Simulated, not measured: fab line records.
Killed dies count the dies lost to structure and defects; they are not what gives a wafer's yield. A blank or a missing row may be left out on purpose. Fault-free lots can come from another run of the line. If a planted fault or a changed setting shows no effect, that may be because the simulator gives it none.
fab line records    flow n5_finfet
[record] lots = 4  wafers = 12  last_day = 18
route steps=1938 shown BEOL_M2@857 BEOL_M4@1111 PASSIVATION@1936
lots untouched by any fault: they come from a run of this same line in which no faults occurred
start_h: the number of hours between the record's first day and the start of the first shown wafer of the lot    wait_h: how many hours have passed since the lot's step before this one    " identical to the entry in the row above    L1.1+2: a single row standing in for several wafers    - no value present, or no start provided    * or withheld: withheld    < > ~ a bound
route shown NAME@n: a module of which the file shows steps, and the number in the route of the first    usual: average and standard deviation across the fault-free wafers    same: alike in all rows    chamber/n: place in a boat    sites: readings site by site    _std_site: the standard deviation of these    _edge_site: the outer-site mean with the inner-site mean subtracted    radius_mm: for every site, how far away it sits from the centre of the wafer    mask NAME#n: copy n    behind: the last tool/chamber to shape the wafer    hold: cause of the lot's hold/its duration in hours/its outcome    device: which transistor (n, p or np) failed to switch    end of line: the same wafers' tests at the end of the route    where a step has no rows: the recipe by itself    killed: dies that structure and defects cost at the first sort, which is not the same as the wafer's yield    map: per-die view of a wafer (x killed, . not killed, _ where there is no die)
set.NAME: the setting the step ran with; set.NAME@STEP: the setting that earlier step ran with    model.NAME: the simulator's own value behind a step, which no gauge read
lots seen at some steps along the route; tables by step, rows by wafer
services: when a tool's chamber went out of use (start_h, in hours from the record's first day, below 0 if earlier), for how many hours, and the reason
[[steps]]
[step N5_BEOL_M2_DESCUM_16]
[recipe] chemistry = O2  time_s = 7  source_power_w = 50  bias_power_w = 20  pressure_mtorr = 20  rf_frequency_hz = 2.712e+07  temp_c = 40  resist = CAR-EUV  o2_flow_sccm = 225
[step N5_BEOL_M2_ETCH_74]
[recipe] chemistry = N2/H2  target = underlayer  target_depth_a = 65  mask_material = CAR-EUV  time_s = 5.2  ion_energy_ev = 200  pressure_mtorr = 30  source_w = 840  bias_w = 150  n2_flow_sccm = 200  h2_flow_sccm = 200  ends = cleared
[step N5_BEOL_M2_ETCH_63]
[recipe] chemistry = CF4  target = SiARC  target_depth_a = 156  mask_material = CAR-EUV  time_s = 26  ion_energy_ev = 80  pressure_mtorr = 40  source_w = 545  bias_w = 36  Ar_flow_sccm = 100  cf4_flow_sccm = 100  ends = cleared
[step N5_BEOL_M2_ETCH_64]
[recipe] chemistry = N2/H2  target = SOC  target_depth_a = 750  overetch_a = 225  mask_material = SiARC  temp_c = 40  time_s = 121.9  ion_energy_ev = 200  pressure_mtorr = 30  source_w = 840  bias_w = 150  n2_flow_sccm = 200  h2_flow_sccm = 200
[step N5_BEOL_M2_STRIP_65]
[recipe] chemistry = N2/H2  temp_c = 40  n2_flow_sccm = 200  h2_flow_sccm = 200  rf_frequency_hz = 6e+07
[step N5_BEOL_M2_STRIP_75]
[recipe] chemistry = N2/H2  temp_c = 40  n2_flow_sccm = 200  h2_flow_sccm = 200  rf_frequency_hz = 6e+07
[step N5_BEOL_M2_STRIP_66]
[recipe] chemistry = CF4  resist = SiARC  power_w = 300  bias_power_w = 75  pressure_mtorr = 50  cf4_flow_sccm = 150  rf_frequency_hz = 6e+07
[step N5_BEOL_M2_HM_OPEN_17]
[recipe] chemistry = Cl2/BCl3  target_depth_a = 200  overetch_a = 60  target = TiN  mask_material = SOC  ion_energy_ev = 150  pressure_mtorr = 10  icp_w = 1000  bias_w = 126  Cl2_flow_sccm = 53.25  bcl3_flow_sccm = 21.75  Ar_flow_sccm = 25
[step N5_BEOL_M2_STRIP_19]
[recipe] chemistry = O2  power_w = 400  temp_c = 40  pressure_mtorr = 30  rf_frequency_hz = 6e+07  bias_power_w = 0  overash_fraction = 0.2  o2_flow_sccm = 225
[step N5_BEOL_M2_COAT_67]
[recipe] resist = SOC  temp_c = 250  time_s = 60  spin_rpm = 1500  resist_thk_nm = 60
[usual] heater_power_total_W = 500.3/1.8  spin_speed_rpm = 1500.0/0.95
lot.wafer  tool            chamber  start_h  wait_h  heater_power_total_W  spin_speed_rpm  model.SOC_of_BEOL_M2_COAT_67.thk_nm
L502.2     litho_track-04  0        193.82   0.0     502.3                 1500.0          59.8
L502.3     "               0        "        "       497.6                 1499.6          60
L502.5     "               0        "        "       502.8                 1499.1          59.8
L509.3     litho_track-04  0        215.39   0.0     499.9                 1597.3          58.4
L509.5     "               0        "        "       503.2                 1597.0          58.2
L509.6     "               0        "        "       498.0                 1596.0          58.4
L511.3     litho_track-04  0        236.57   0.0     498.6                 1595.8          58
L511.5     "               0        "        "       498.9                 1596.3          58.2
L511.6     "               0        "        "       499.0                 1597.4          58
L514.1     litho_track-01  0        264.28   0.0     498.8                 1500.8          60
L514.2     "               0        "        "       499.9                 1501.4          60
L514.6     "               0        "        "       503.0                 1499.8          59.8
[step N5_BEOL_M2_COAT_68]
[recipe] resist = SiARC  temp_c = 220  time_s = 60  spin_rpm = 1500  resist_thk_nm = 12
[step N5_BEOL_M2_COAT_76]
[recipe] resist = underlayer  temp_c = 205  time_s = 60  spin_rpm = 1500  resist_thk_nm = 5
[step N5_BEOL_M2_COAT_22]
[recipe] resist = CAR-EUV  spin_rpm = 1500  resist_thk_nm = 30
[step N5_BEOL_M2_EBR_24]
[recipe] solvent = PGMEA  ebr_width_mm = 1.5
[step N5_BEOL_M2_SOFTBAKE_23]
[recipe] temp_c = 110  time_s = 60  resist = CAR-EUV
[step N5_BEOL_M2_EXPOSE_25]
[recipe] mask_id = V1  na = 0.33  source_shape = quasar  sigma_inner = 0.2  sigma_outer = 0.8  polarization = unpolarized  defocus_nm = 5  dose_mj = 63
[step N5_BEOL_M2_PEB_26]
[recipe] peb_temp_c = 100  peb_time_s = 60  resist = CAR-EUV
[step N5_BEOL_M2_DEVELOP_27]
[recipe] develop_time_s = 30  developer = TMAH  resist = CAR-EUV  rinse_liquid = surfactant_rinse  dry = air_spin  dev_temp_c = 23
[step N5_BEOL_M2_DESCUM_33]
[recipe] chemistry = O2  time_s = 7  source_power_w = 50  bias_power_w = 20  pressure_mtorr = 20  rf_frequency_hz = 2.712e+07  temp_c = 40  resist = CAR-EUV  o2_flow_sccm = 225
[step N5_BEOL_M2_ETCH_77]
[recipe] chemistry = N2/H2  target = underlayer  target_depth_a = 65  mask_material = CAR-EUV  time_s = 5.2  ion_energy_ev = 200  pressure_mtorr = 30  source_w = 840  bias_w = 150  n2_flow_sccm = 200  h2_flow_sccm = 200  ends = cleared
[step N5_BEOL_M2_ETCH_69]
[recipe] chemistry = CF4  target = SiARC  target_depth_a = 156  mask_material = CAR-EUV  time_s = 26  ion_energy_ev = 80  pressure_mtorr = 40  source_w = 545  bias_w = 36  Ar_flow_sccm = 100  cf4_flow_sccm = 100  ends = cleared
[step N5_BEOL_M2_ALD_98]
[recipe] material = SiO2  target_thk_a = 25  temp_c = 100  ald_precursor_family = BDEAS  ald_co_reactant = O2-plasma  pulse_time_s = 1  co_reactant_pulse_time_s = 1  purge_time_s = 2  co_reactant_purge_time_s = 2  ald_cycles = 17  pressure_torr = 2
[step N5_BEOL_M2_ETCHBACK_99]
[recipe] chemistry = CHF3  target = SiO2  target_depth_a = 50  time_s = 10.4  source_w = 215  bias_w = 47  Ar_flow_sccm = 200  CHF3_flow_sccm = 12  ion_energy_ev = 100  pressure_mtorr = 30
[step N5_BEOL_M2_ETCH_70]
[recipe] chemistry = N2/H2  target = SOC  target_depth_a = 800  overetch_a = 240  mask_material = SiARC  temp_c = 40  time_s = 130  ion_energy_ev = 200  pressure_mtorr = 30  source_w = 840  bias_w = 150  n2_flow_sccm = 200  h2_flow_sccm = 200
[usual] drypump_motor_current_A = 5.7/0.4  oes_product_au = 0.61/0.056  rf_vpp_V = 524/3.3  showerhead_plenum_p_Torr = 2.55/0.11  throttle_valve_pct = 17.80/0.25
lot.wafer  tool         chamber  start_h  wait_h  drypump_motor_current_A  oes_product_au  rf_hours_counter_h  rf_vpp_V  showerhead_plenum_p_Torr  throttle_valve_pct  model.etch.depth_nm
L502.2     rie_diel-05  0        204.92   0.0     5.6                      0.57            122                 518       2.36                      18.22               59.79
L502.3     "            1        "        "       5.5                      0.67            20                  521       2.50                      17.74               59.91
L502.5     "            1        "        "       5.6                      0.66            -                   523       2.50                      17.74               59.87
L509.3     rie_diel-05  1        232.23   0.0     5.6                      0.64            32                  522       2.49                      17.76               58.31
L509.5     "            0        "        "       5.5                      0.56            -                   518       2.36                      18.23               58.3
L509.6     "            1        "        "       5.6                      0.64            -                   522       2.49                      17.77               58.47
L511.3     rie_diel-01  3        253.24   0.0     6.5                      0.61            56                  527       2.68                      17.85               58.01
L511.5     "            3        "        "       6.5                      0.61            -                   528       2.68                      17.87               58.11
L511.6     "            2        "        "       5.1                      0.64            -                   522       2.47                      17.31               58.06
L514.1     rie_diel-03  0        272.96   0.0     5.6                      0.66            28                  528       2.70                      17.53               60.1
L514.2     "            2        "        "       5.7                      0.72            1                   528       2.73                      17.73               59.92
L514.6     "            3        "        "       6.5                      0.52            -                   524       2.49                      17.54               59.77
[step N5_BEOL_M2_STRIP_71]
[recipe] chemistry = N2/H2  temp_c = 40  n2_flow_sccm = 200  h2_flow_sccm = 200  rf_frequency_hz = 6e+07
[step N5_BEOL_M2_STRIP_78]
[recipe] chemistry = N2/H2  temp_c = 40  n2_flow_sccm = 200  h2_flow_sccm = 200  rf_frequency_hz = 6e+07
[step N5_BEOL_M2_VIA_ETCH_34]
[recipe] chemistry = C4F6/O2  target_depth_a = 694  mask_material = SOC  pressure_mtorr = 15  ion_energy_ev = 250  taper_deg = 4  time_s = 65.9  source_w = 350  bias_w = 170  Ar_flow_sccm = 300  C4F6_flow_sccm = 10  O2_flow_sccm = 10
[usual] drypump_motor_current_A = 5.7/0.4  oes_ar_750_au = 0.83/0.078  oes_product_au = 0.83/0.078  rf_vpp_V = 674/13  showerhead_plenum_p_Torr = 2.84/0.13  throttle_valve_pct = 30.79/0.28
lot.wafer  tool         chamber  start_h  wait_h  drypump_motor_current_A  oes_ar_750_au  oes_product_au  rf_hours_counter_h  rf_vpp_V  showerhead_plenum_p_Torr  throttle_valve_pct  model.SOC_of_BEOL_M2_COAT_67.thk_nm
L502.2     rie_diel-05  0        205.02   0.0     5.5                      0.77           0.78            122                 653       2.62                      30.93               51.6
L502.3     "            1        "        "       5.6                      0.90           0.89            20                  655       2.81                      30.86               51.8
L502.5     "            1        "        "       5.6                      0.90           0.90            -                   654       2.81                      30.86               51.8
L509.3     rie_diel-05  1        232.34   0.0     5.6                      0.88           0.88            32                  655       2.80                      30.88               50.2
L509.5     "            0        "        "       5.5                      0.76           0.78            -                   651       2.62                      30.94               50.2
L509.6     "            1        "        "       5.6                      0.88           0.87            -                   654       2.80                      30.88               50.4
L511.3     rie_diel-01  3        253.34   0.0     6.4                      0.86           0.86            56                  684       3.03                      31.32               49.4
L511.5     "            3        "        "       6.5                      0.86           0.86            -                   684       3.03                      31.31               49.6
L511.6     "            2        "        "       5.1                      0.88           0.90            -                   689       2.76                      30.30               49.8
L514.1     rie_diel-03  0        273.06   0.0     5.6                      0.89           0.89            28                  682       3.00                      30.47               52
L514.2     "            2        "        "       5.7                      0.96           0.95            1                   685       3.03                      30.63               52
L514.6     "            3        "        "       6.4                      0.69           0.70            -                   687       2.80                      30.43               51.4
[step N5_BEOL_M2_STRIP_83]
[recipe] chemistry = C4F6/O2  resist = SiARC  rf_frequency_hz = 6e+07
[step N5_BEOL_M4_RC_MEAS_101]
[usual] DIBL_N = 36.1/1.6  DIBL_P = 35.8/2  IOFF_N = 0.157/0.029  IOFF_P = 0.21/0.034  ION_N = 677/13  ION_P = 465/8.1  SS_N = 71.3/0.61  SS_P = 73.2/0.65  VT_N = 249/3.3  VT_P = -250/3.2
lot.wafer  tool       chamber  start_h  wait_h  DIBL_N[mV/V]  DIBL_P[mV/V]  IOFF_N[nA/um]  IOFF_P[nA/um]  ION_N[uA/um]  ION_P[uA/um]  SS_N[mV/dec]  SS_P[mV/dec]  VT_N[mV]  VT_P[mV]
L502.2     prober-01  0        245.02   0.2     35.6          34.8          0.155          0.23           674           462           71.0          72.5          248       -247
L502.3     "          0        "        "       35.3          34.7          0.144          0.24           660           462           71.1          72.7          252       -246
L502.5     "          0        "        "       32.6          31.8          0.116          0.19           661           464           69.8          72.5          251       -246
L509.3     prober-01  0        277.21   0.3     38.2          38.6          0.186          0.22           673           458           71.8          74.1          249       -248
L509.5     "          0        "        "       35.8          36.1          0.143          0.18           676           460           70.7          72.9          251       -253
L509.6     "          0        "        "       37.0          36.6          0.148          0.18           663           456           72.2          72.7          254       -253
L511.3     prober-01  0        307.99   0.4     35.8          36.8          0.152          0.23           688           473           71.1          74.0          247       -249
L511.5     "          0        "        "       38.5          39.3          0.196          0.27           679           466           71.6          74.1          247       -244
L511.6     "          0        "        "       34.5          34.6          0.130          0.19           680           472           70.4          73.2          250       -250
L514.1     prober-02  0        315.44   0.0     36.5          36.4          0.175          0.22           683           461           71.8          73.7          249       -249
L514.2     "          0        "        "       35.7          35.6          0.160          0.22           687           472           71.0          73.5          249       -249
L514.6     "          0        "        "       36.7          36.6          0.182          0.23           684           464           71.5          73.3          248       -248
[step N5_PASSIVATION_PROBE_49]
[usual] defect_limited_yield = 91.0/1.4  killed_at_M0_to_M3 = 33/11  killed_at_M4_up = 14/5  killed_at_contacts = 11/7.3  killed_at_front_end = 43/12  killed_at_other = 4/3.1  killed_dies = 106/17  killed_open = 69/13  killed_short = 34/8.7  sort_bin_5_function = 5.2/0.96  sort_bin_6_memory = 3.3/0.66  sort_n_pass = 1074/17  sort_yield_pct = 91.0/1.4
[same] gross_dies = 1180  killed_at_back_side = 0  sort_bin_4_leakage[%] = 0  sort_bin_8_speed[%] = 0
lot.wafer  tool       chamber  start_h  wait_h  defect_limited_yield[%]  killed_at_M0_to_M3  killed_at_M4_up  killed_at_contacts  killed_at_front_end  killed_at_other  killed_dies  killed_open  killed_short  sort_bin_5_function[%]  sort_bin_6_memory[%]  sort_n_pass  sort_yield_pct[%]
L502.2     prober-01  -        357.81   0.1     90.6                     46                  8                5                   44                   8                111          72           39            5.6                     3.6                   1069         90.6
L502.5     prober-01  -        357.96   0.2     90.4                     38                  13               6                   50                   6                113          55           53            4.9                     3.8                   1067         90.4
// killed by level:class
L502.2 FIN_SAQP:geometric_particle:open=13 BEOL_M0_SAQP:geometric_particle:short=11 BEOL_M0:geometric_particle:open=11 FIN_SAQP:geometric_particle:short=10 BEOL_M2:geometric_particle:open=9 BEOL_M0_SAQP:geometric_particle:open=7 BEOL_M5:geometric_particle:open=5 PAD_METAL:geometric_particle:open=5
L502.5 BEOL_M0_SAQP:geometric_particle:short=15 FIN_SAQP:geometric_particle:open=8 BEOL_M1:geometric_particle:open=8 FIN_SAQP:geometric_particle:short=7 BEOL_M4:geometric_particle:open=7 ILD0:geometric_particle:short=6 HKMG_FIN:area_etch=5 DUMMY_GATE:geometric_particle:open=4
[[services]]
tool         chamber  start_h  hours  kind
rie_diel-05  0        191.10   10.4   repair
rie_diel-01  2        193.46   18.9   repair
rie_diel-03  2        206.92   7.6    repair
rie_diel-05  3        208.59   -      clean
rie_diel-05  3        208.59   -      consumable_replace:focus_ring
rie_diel-05  3        208.59   21.5   scheduled_down
rie_diel-05  3        208.59   21.5   vent_cycle
rie_diel-03  2        243.45   -      clean
rie_diel-03  2        243.45   -      consumable_replace:focus_ring
rie_diel-03  2        243.45   -      consumable_replace:showerhead
rie_diel-03  2        243.45   24.1   scheduled_down
rie_diel-03  2        243.45   24.1   vent_cycle
rie_diel-03  -        255.51   15.6   pm
rie_diel-05  -        266.94   15.6   pm
[[key]]
[first_sign] step = N5_BEOL_M2_COAT_67  reading = spin_speed_rpm  direction = up  sigmas = 99+  usual = *  struck = *
effect none on later readings
[model_effect] step = N5_BEOL_M2_COAT_67  value = SOC_of_BEOL_M2_COAT_67.thk_nm  without = 60.07  struck = 58.2
[model_effect] step = N5_BEOL_M2_ETCH_70  value = etch.depth_nm  without = 60.05  struck = 58.21
[model_effect] step = N5_BEOL_M2_VIA_ETCH_34  value = SOC_of_BEOL_M2_COAT_67.thk_nm  without = 51.8  struck = 49.93
met_at N5_BEOL_M2_COAT_67
struck_wafers L509.3,L509.5,L509.6,L511.3,L511.5,L511.6
rows_end L509.3,L509.5,L509.6
onset_between 193.82 215.39
[fault] kind = process_parameter_drift  tool = litho_track-04  chamber = -  onset_h = 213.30  steps = N5_BEOL_M2_COAT_67  channel = spin_rpm  offset = *  shape = step  acts_in = *  stated = *
// rows_end: these wafers met a further fault down the route, and their rows from its step on are left out
